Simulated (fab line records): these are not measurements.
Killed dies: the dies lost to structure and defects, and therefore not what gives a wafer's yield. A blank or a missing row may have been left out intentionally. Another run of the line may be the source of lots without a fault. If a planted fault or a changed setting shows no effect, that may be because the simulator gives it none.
fab line records | flow nandHarc
[record] lots = 13 | wafers = 39 | lastDay = 24
route steps=1159 shown P_ZERO_WELL@61 P_GATE@146 P_CONTACT@234
lots that met no fault: from a run of the same line without faults
startH: the number of hours between the record's first day and the start of the first shown wafer of the lot | waitH: hours elapsed since this lot's preceding step | " unchanged from the row above | L1.1+2: a row that stands for several wafers | - no value present, or no start provided | * or withheld: withheld | < > ~ a bound
route shown NAME@n: NAME is a module with steps in the file, n the number in the route of the first one | usual: mean/standard deviation of fault-free wafers | same: alike in all rows | chamber/n: place in a boat | sites: each site's reading | _std_site: their standard deviation | _edge_site: mean of outer sites minus mean of inner sites | radiusMm: how far each site lies from the wafer's centre | mask NAME#n: copy n | behind: the most recent tool/chamber to have shaped the wafer | hold: what put the lot on hold/how long, in hours/how the hold closed | device: the transistor (n, p or np) that didn't switch | end of line: the tests these same wafers got at the end of their route | for a step that has no rows: nothing shown but its recipe | killed: count of dies lost to structure and defects at first sort (not the wafer's yield) | map: per-die view of a wafer (x killed, . not killed, _ where there is no die)
set.NAME: the setting as run; set.NAME@STEP: as run at that earlier step | model.NAME: the simulator's own value behind a step, which no gauge read
route steps across a sampled set of lots; one table per step, one row per wafer
services: a tool's chamber out of use, with start hour (startH, from the record's first day; less than 0 if before it), hours out, and reason
[[steps]]
[step NHARC_P_ZERO_WELL_DESCUM_54]
[recipe] timeS = 3 | o2FlowSccm = 200 | arFlowSccm = 0 | biasPowerW = 0 | chemistry = O2
[usual] drypumpMotorCurrentA = 5.5/0.6 | oesProductAu = 0.999/0.0076 | rfVppV = 57.9/0.8 | showerheadPlenumPTorr = 1.94/0.051 | throttleValvePct = 11.312/0.0094
lot.wafer | tool       | chamber | startH | waitH | drypumpMotorCurrentA | oesProductAu | rfHoursCounterH | rfVppV | showerheadPlenumPTorr | throttleValvePct
L723.2    | rieDiel-01 | 1       | 17.68  | -     | 5.3                  | 0.996        | 2               | 57.2   | 1.86                  | 11.331
L723.6    | "          | 2       | "      | "     | 4.9                  | 0.991        | -               | 58.8   | 1.95                  | 11.310
L723.5    | "          | 3       | "      | "     | 6.0                  | 1.000        | -               | 58.4   | 1.95                  | 11.306
L724.4    | rieDiel-06 | 0       | 23.78  | -     | 6.4                  | 1.004        | 7               | 56.6   | 1.90                  | 11.301
L724.3    | "          | 2       | "      | "     | 4.7                  | 0.991        | 7               | 57.0   | 1.99                  | 11.300
L724.5    | "          | 1       | "      | "     | 4.8                  | 1.006        | -               | 59.2   | 1.90                  | 11.314
L725.1    | rieDiel-07 | 0       | 29.65  | -     | 5.5                  | 1.000        | 12              | 58.1   | 1.86                  | 11.313
L725.2    | "          | 2       | "      | "     | 5.3                  | 0.998        | 11              | 58.7   | 1.92                  | 11.303
L725.5    | "          | 0       | "      | "     | 5.5                  | 0.998        | -               | 57.6   | 1.87                  | 11.302
L726.1    | rieDiel-07 | 2       | 35.92  | -     | 5.4                  | 1.002        | 11              | 56.4   | 1.92                  | 11.320
L726.3    | "          | 0       | "      | "     | 5.5                  | 1.010        | 12              | 57.1   | 1.86                  | 11.305
L726.4    | "          | 1       | "      | "     | 5.6                  | 0.997        | 12              | 59.0   | 2.02                  | 11.304
L727.3    | rieDiel-06 | 3       | 41.80  | -     | 6.7                  | 0.993        | 8               | 57.9   | 2.01                  | 11.311
L727.2    | "          | 0       | "      | "     | 6.3                  | 0.993        | 8               | 57.0   | 1.90                  | 11.314
L727.1    | "          | 1       | "      | "     | 4.9                  | 0.996        | 7               | 57.8   | 1.90                  | 11.312
L728.2    | rieDiel-01 | 3       | 47.81  | -     | 6.0                  | 1.001        | 6               | 56.6   | 1.95                  | 11.332
L728.6    | "          | 1       | "      | "     | 5.4                  | 1.002        | -               | 59.2   | 1.86                  | 11.287
L728.5    | "          | 2       | "      | "     | 4.9                  | 0.995        | -               | 58.0   | 1.95                  | 11.304
L729.4    | rieDiel-01 | 0       | 54.05  | -     | 5.6                  | 0.998        | 5               | 57.3   | 1.96                  | 11.314
L729.3    | "          | 1       | "      | "     | 5.3                  | 0.986        | 6               | 57.5   | 1.86                  | 11.319
L729.5    | "          | 1       | "      | "     | 5.3                  | 1.006        | -               | 58.2   | 1.86                  | 11.323
L730.1    | rieDiel-01 | 1       | 59.96  | -     | 5.3                  | 1.009        | 7               | 57.3   | 1.86                  | 11.297
L730.4    | "          | 0       | "      | "     | 5.6                  | 0.997        | 6               | 58.0   | 1.96                  | 11.306
L730.5    | "          | 1       | "      | "     | 5.4                  | 1.006        | -               | 58.4   | 1.86                  | 11.312
L733.2    | rieDiel-06 | 2       | 77.69  | -     | 4.8                  | 0.990        | 0               | 57.9   | 1.99                  | 11.308
L733.4    | "          | 0       | "      | "     | 6.3                  | 0.994        | 1               | 57.4   | 1.90                  | 11.303
L733.5    | "          | 2       | "      | "     | 4.8                  | 0.990        | -               | 57.7   | 1.99                  | 11.307
L735.2    | rieDiel-07 | 1       | 89.83  | -     | 5.6                  | 1.001        | 1               | 57.8   | 2.02                  | 11.314
L735.5    | "          | 0       | "      | "     | 5.5                  | 1.008        | -               | 57.6   | 1.86                  | 11.316
L735.6    | "          | 1       | "      | "     | 5.6                  | 1.015        | -               | 57.5   | 2.02                  | 11.304
L738.3    | rieDiel-06 | 1       | 107.72 | -     | 4.9                  | 1.003        | 2               | 58.5   | 1.90                  | 11.308
L738.4    | "          | 2       | "      | "     | 4.7                  | 0.979        | 3               | 58.6   | 1.99                  | 11.316
L738.6    | "          | 3       | "      | "     | 6.7                  | 0.994        | -               | 57.5   | 2.00                  | 11.310
L745.3    | rieDiel-01 | 1       | 149.70 | -     | 5.4                  | 1.004        | 0               | 57.5   | 1.86                  | 11.300
L745.2    | "          | 2       | "      | "     | 4.9                  | 1.003        | 0               | 58.4   | 1.95                  | 11.324
L745.4    | "          | 0       | "      | "     | 5.6                  | 1.005        | 0               | 58.4   | 1.95                  | 11.300
L746.2    | rieDiel-06 | 3       | 155.72 | -     | 6.7                  | 0.999        | 6               | 58.5   | 2.00                  | 11.320
L746.4    | "          | 0       | "      | "     | 6.3                  | 0.992        | 6               | 57.6   | 1.90                  | 11.320
L746.1    | "          | 1       | "      | "     | 4.8                  | 0.994        | 5               | 59.2   | 1.90                  | 11.303
[step NHARC_P_GATE_HM_OPEN_105]
[recipe] targetDepthA = 3600 | o2FlowSccm = 400 | cosFlowSccm = 20 | arFlowSccm = 0 | rfW = 500 | biasW = 300 | chemistry = O2/COS
[usual] drypumpMotorCurrentA = 5.59/0.3 | oesProductAu = 1.002/0.0076 | rfVppV = 467.8/2.7 | showerheadPlenumPTorr = 3.15/0.12 | throttleValvePct = 28.330/0.0095
lot.wafer | tool       | chamber | startH | waitH | drypumpMotorCurrentA | oesProductAu | rfHoursCounterH | rfVppV | showerheadPlenumPTorr | throttleValvePct
L723.2    | rieDiel-02 | 3       | -      | -     | 4.95                 | 1.000        | 37              | 466.4  | 3.13                  | 28.319
L723.5    | "          | 2       | "      | "     | 6.23                 | 0.992        | -               | 470.5  | 3.30                  | 28.332
L723.6    | "          | 3       | "      | "     | 4.98                 | 1.001        | -               | 467.2  | 3.13                  | 28.330
L724.4    | rieDiel-04 | 1       | -      | -     | 5.55                 | 0.977        | 50              | 460.8  | 2.90                  | 28.338
L724.3    | "          | 3       | "      | "     | 5.76                 | 0.997        | 54              | 470.1  | 3.25                  | 28.334
L724.5    | "          | 0       | "      | "     | 5.37                 | 0.988        | -               | 465.8  | 3.07                  | 28.332
L726.3    | rieDiel-02 | 3       | -      | -     | 4.95                 | 1.003        | 42              | 468.4  | 3.13                  | 28.329
L726.1    | "          | 0       | "      | "     | 5.67                 | 0.996        | 43              | 471.4  | 3.33                  | 28.335
L726.4    | "          | 1       | "      | "     | 5.85                 | 0.985        | 45              | 468.4  | 3.12                  | 28.324
L725.1    | rieDiel-12 | 0       | -      | -     | 5.54                 | 1.012        | 12              | 469.6  | 3.29                  | 28.328
L725.2    | "          | 1       | "      | "     | 5.77                 | 1.005        | 12              | 467.5  | 3.12                  | 28.338
L725.5    | "          | 0       | "      | "     | 5.54                 | 1.011        | -               | 469.8  | 3.29                  | 28.322
L728.2    | rieDiel-12 | 1       | -      | -     | 5.78                 | 1.006        | 15              | 466.4  | 3.12                  | 28.338
L728.6    | "          | 0       | "      | "     | 5.53                 | 1.003        | -               | 470.1  | 3.29                  | 28.335
L728.5    | "          | 1       | "      | "     | 5.78                 | 1.002        | -               | 466.6  | 3.12                  | 28.321
L727.3    | rieDiel-12 | 3       | -      | -     | 5.45                 | 1.006        | 14              | 465.4  | 3.03                  | 28.325
L727.1    | "          | 0       | "      | "     | 5.53                 | 1.004        | 14              | 469.6  | 3.29                  | 28.342
L727.2    | "          | 1       | "      | "     | 5.81                 | 0.994        | 15              | 466.9  | 3.12                  | 28.328
L729.4    | rieDiel-02 | 0       | -      | -     | 5.64                 | 0.999        | 46              | 473.2  | 3.32                  | 28.333
L729.3    | "          | 1       | "      | "     | 5.79                 | 1.002        | 52              | 466.3  | 3.12                  | 28.329
L729.5    | "          | 2       | "      | "     | 6.21                 | 0.998        | -               | 470.0  | 3.30                  | 28.331
L730.1    | rieDiel-04 | 2       | -      | -     | 5.05                 | 1.017        | 3               | 469.1  | 3.17                  | 28.323
L730.4    | "          | 1       | "      | "     | 5.55                 | 1.006        | 1               | 473.8  | 3.37                  | 28.329
L730.5    | "          | 2       | "      | "     | 5.07                 | 1.010        | -               | 466.7  | 3.17                  | 28.320
L733.2    | rieDiel-12 | 0       | -      | -     | 5.54                 | 0.997        | 22              | 471.8  | 3.28                  | 28.321
L733.5    | "          | 1       | "      | "     | 5.78                 | 1.006        | -               | 467.7  | 3.12                  | 28.325
L733.4    | "          | 2       | "      | "     | 5.85                 | 1.001        | -               | 464.4  | 3.03                  | 28.332
L735.2    | rieDiel-12 | 3       | -      | -     | 5.51                 | 1.006        | 21              | 464.6  | 3.03                  | 28.335
L735.5    | "          | 2       | "      | "     | 5.89                 | 0.989        | -               | 465.9  | 3.03                  | 28.333
L735.6    | "          | 3       | "      | "     | 5.43                 | 0.992        | -               | 466.1  | 3.03                  | 28.326
L738.4    | rieDiel-12 | 2       | -      | -     | 5.87                 | 1.008        | 29              | 464.4  | 3.03                  | 28.332
L738.3    | "          | 0       | "      | "     | 5.50                 | 1.012        | 27              | 472.0  | 3.28                  | 28.313
L738.6    | "          | 1       | "      | "     | 5.81                 | 1.003        | -               | 465.9  | 3.11                  | 28.347
L745.4    | rieDiel-12 | 3       | -      | -     | 5.43                 | 1.009        | 1               | 464.6  | 3.02                  | 28.331
L745.3    | "          | 0       | "      | "     | 5.54                 | 1.008        | 1               | 470.6  | 3.28                  | 28.314
L745.2    | "          | 2       | "      | "     | 5.90                 | 1.004        | 1               | 465.8  | 3.02                  | 28.323
L746.1    | rieDiel-12 | 0       | -      | -     | 5.54                 | 1.002        | 3               | 469.2  | 3.28                  | 28.339
L746.2    | "          | 1       | "      | "     | 5.77                 | 0.998        | 3               | 467.5  | 3.11                  | 28.345
L746.4    | "          | 2       | "      | "     | 5.88                 | 0.997        | 2               | 464.7  | 3.02                  | 28.341
[step NHARC_P_GATE_EXPOSE_88]
[recipe] na = 0.6 | targetCdNm = 2000 | doseMj = 11.87 | maskId = P_HVN
lot.wafer  | tool          | chamber | startH | waitH | mask
L723.2+5+6 | krfScanner-02 | 0       | 101.12 | -     | P_HVN#0
L724.3+4+5 | krfScanner-02 | 0       | 101.75 | -     | P_HVN#0
L726.1+3+4 | krfScanner-03 | 0       | 115.76 | -     | P_HVN#0
L725.1+2+5 | krfScanner-02 | 0       | 116.25 | -     | P_HVN#0
L728.2+5+6 | krfScanner-02 | 0       | 130.41 | -     | P_HVN#0
L727.1+2+3 | krfScanner-01 | 0       | 130.89 | -     | P_HVN#0
L729.3+4+5 | krfScanner-02 | 0       | 137.96 | -     | P_HVN#0
L730.1+4+5 | krfScanner-03 | 0       | 150.21 | -     | P_HVN#0
L733.2+4+5 | krfScanner-01 | 0       | 169.16 | -     | P_HVN#0
L735.2+5+6 | krfScanner-02 | 0       | 186.52 | -     | P_HVN#0
L738.3+4+6 | krfScanner-02 | 0       | 194.05 | -     | P_PSD#0
L745.2+3+4 | krfScanner-01 | 0       | 233.21 | -     | P_HVN#0
L746.1+2+4 | krfScanner-03 | 0       | 241.49 | -     | P_HVN#0
[step NHARC_P_GATE_CD_MEAS_91]
[recipe] targetCdNm = 2000 | landingEnergyEv = 500
[usual] cdNm = 1999.7/1.3
lot.wafer | tool     | chamber | startH | waitH | cdNm
L723.2    | cdSem-03 | 0       | 101.27 | -     | 1999.5
L723.5    | "        | 0       | "      | "     | 1998.4
L723.6    | "        | 0       | "      | "     | 1999.4
L724.3    | cdSem-01 | 0       | 101.91 | -     | 1998.9
L724.4    | "        | 0       | "      | "     | 1999.5
L724.5    | "        | 0       | "      | "     | 1999.7
L726.1    | cdSem-03 | 0       | 115.92 | -     | 2000.4
L726.3    | "        | 0       | "      | "     | 2001.6
L726.4    | "        | 0       | "      | "     | 2000.8
L725.1    | cdSem-02 | 0       | 116.41 | -     | 1998.8
L725.2    | "        | 0       | "      | "     | 1997.6
L725.5    | "        | 0       | "      | "     | 1999.4
L728.2    | cdSem-01 | 0       | 130.56 | -     | 1999.6
L728.5    | "        | 0       | "      | "     | 2000.2
L728.6    | "        | 0       | "      | "     | 2001.1
L727.1    | cdSem-03 | 0       | 131.05 | -     | 2001.0
L727.2    | "        | 0       | "      | "     | 1999.3
L727.3    | "        | 0       | "      | "     | 2001.6
L729.3    | cdSem-02 | 0       | 138.12 | -     | 1999.2
L729.4    | "        | 0       | "      | "     | 1999.2
L729.5    | "        | 0       | "      | "     | 1998.6
L730.1    | cdSem-01 | 0       | 150.37 | -     | 2001.4
L730.4    | "        | 0       | "      | "     | 1999.8
L730.5    | "        | 0       | "      | "     | 1998.1
L733.2    | cdSem-03 | 0       | 169.32 | -     | 1999.9
L733.4    | "        | 0       | "      | "     | 1998.3
L733.5    | "        | 0       | "      | "     | 1999.2
L735.2    | cdSem-03 | 0       | 186.67 | -     | 1998.6
L735.5    | "        | 0       | "      | "     | 2000.2
L735.6    | "        | 0       | "      | "     | 1999.0
L738.3    | cdSem-03 | 0       | 194.20 | -     | -
L738.4    | "        | 0       | "      | "     | -
L738.6    | "        | 0       | "      | "     | -
L745.2    | cdSem-03 | 0       | 233.36 | -     | 1999.2
L745.3    | "        | 0       | "      | "     | 2000.4
L745.4    | "        | 0       | "      | "     | 1998.9
L746.1    | cdSem-01 | 0       | 241.65 | -     | 2002.4
L746.2    | "        | 0       | "      | "     | 2001.4
L746.4    | "        | 0       | "      | "     | 2000.5
[step NHARC_P_CONTACT_INSPECT_14]
[usual] rawDefectCount = 3.7/2.2
lot.wafer | tool             | chamber | startH | waitH | rawDefectCount
L723.2    | defectInspect-02 | -       | 107.36 | 0.0   | 5
L723.5    | "                | -       | "      | "     | 4
L723.6    | "                | -       | "      | "     | 3
L724.3    | defectInspect-01 | -       | 107.99 | 0.0   | 6
L724.4    | "                | -       | "      | "     | 1
L724.5    | "                | -       | "      | "     | 2
L726.1    | defectInspect-02 | -       | 120.87 | 0.0   | 0
L726.3    | "                | -       | "      | "     | 4
L726.4    | "                | -       | "      | "     | 5
L725.1    | defectInspect-01 | -       | 121.36 | 0.0   | 4
L725.2    | "                | -       | "      | "     | 7
L725.5    | "                | -       | "      | "     | 0
L728.2    | defectInspect-02 | -       | 135.38 | 0.0   | 2
L728.5    | "                | -       | "      | "     | 5
L728.6    | "                | -       | "      | "     | 3
L727.1    | defectInspect-01 | -       | 136.35 | 0.0   | 1
L727.2    | "                | -       | "      | "     | 5
L727.3    | "                | -       | "      | "     | 6
L729.3    | defectInspect-02 | -       | 142.80 | 0.0   | 3
L729.4    | "                | -       | "      | "     | 4
L729.5    | "                | -       | "      | "     | 3
L730.1    | defectInspect-02 | -       | 155.26 | 0.0   | 4
L730.4    | "                | -       | "      | "     | 2
L730.5    | "                | -       | "      | "     | 6
L733.2    | defectInspect-01 | -       | 174.12 | 0.0   | 1
L733.4    | "                | -       | "      | "     | 4
L733.5    | "                | -       | "      | "     | 5
L735.2    | defectInspect-01 | -       | 191.58 | 0.0   | 2
L735.5    | "                | -       | "      | "     | 3
L735.6    | "                | -       | "      | "     | 1
L745.2    | defectInspect-02 | -       | 238.37 | 0.0   | 10
L745.3    | "                | -       | "      | "     | 5
L745.4    | "                | -       | "      | "     | 8
L746.1    | defectInspect-02 | -       | 246.52 | 0.0   | 4
L746.2    | "                | -       | "      | "     | 7
L746.4    | "                | -       | "      | "     | 4
[[services]]
tool          | chamber | startH | hours | kind
krfScanner-03 | -       | -4.00  | 4.0   | pm
rieDiel-01    | -       | 11.58  | 2.0   | repair
rieDiel-12    | 0       | 19.22  | 6.4   | repair
rieDiel-12    | -       | 25.40  | 9.0   | pm
krfScanner-02 | -       | 38.00  | 4.0   | pm
rieDiel-01    | 2       | 61.32  | 12.1  | repair
rieDiel-06    | -       | 64.47  | 9.0   | pm
rieDiel-01    | 1       | 79.99  | 24.8  | repair
rieDiel-06    | 1       | 88.05  | 4.1   | repair
rieDiel-01    | 2       | 106.34 | 5.2   | repair
rieDiel-12    | 3       | 116.65 | 4.4   | repair
rieDiel-01    | 1       | 118.32 | 1.4   | repair
rieDiel-06    | -       | 130.10 | 0.2   | repair
rieDiel-01    | -       | 137.80 | 9.0   | pm
rieDiel-12    | 3       | 146.58 | 16.9  | repair
krfScanner-02 | -       | 147.15 | 1.5   | repair
krfScanner-02 | -       | 163.61 | 1.0   | repair
rieDiel-01    | 2       | 169.09 | 25.7  | repair
rieDiel-01    | -       | 179.47 | 0.5   | repair
rieDiel-12    | 1       | 198.75 | 4.1   | repair
rieDiel-12    | -       | 202.40 | 9.0   | pm
rieDiel-06    | 1       | 208.61 | 9.3   | repair
krfScanner-02 | -       | 210.02 | 4.0   | pm
rieDiel-06    | -       | 241.47 | 9.0   | pm
[[key]]
[firstSign] step = NHARC_P_GATE_EXPOSE_88 | reading = mask | direction = changed
[effect] step = NHARC_P_GATE_CD_MEAS_91 | reading = cdNm | direction = missing
metAt NHARC_P_GATE_EXPOSE_88
struckLots L738
laterRowsLeftOut L738.3,L738.4,L738.6
sortLeftOut L738.3,L738.4,L738.6
testerLeftOut L738
notActingAt NHARC_P_ZERO_WELL_DESCUM_54,NHARC_P_GATE_HM_OPEN_105,NHARC_P_CONTACT_INSPECT_14
onsetBetween 186.52 194.05
[fault] kind = wrongMask | tool = any | chamber = - | onsetH = 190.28 | steps = NHARC_P_GATE_EXPOSE_88 | auxCopy = P_PSD#0 | scope = struckLotsOnly
// testerLeftOut: of these lots the tester's yield and bins aren't shown, on N5 and GAA mostly nor the transistor test; their killed dies are dies lost to structure and defects alone, not to doping, threshold or leakage, so they don't give the yield
// sortLeftOut: the simulated sort isn't trusted on such a fault, so these wafers' sort isn't shown, and their yield isn't known
// laterRowsLeftOut: the simulator's readings of these wafers behind a module that went badly wrong aren't trusted and aren't shown, but for the sort
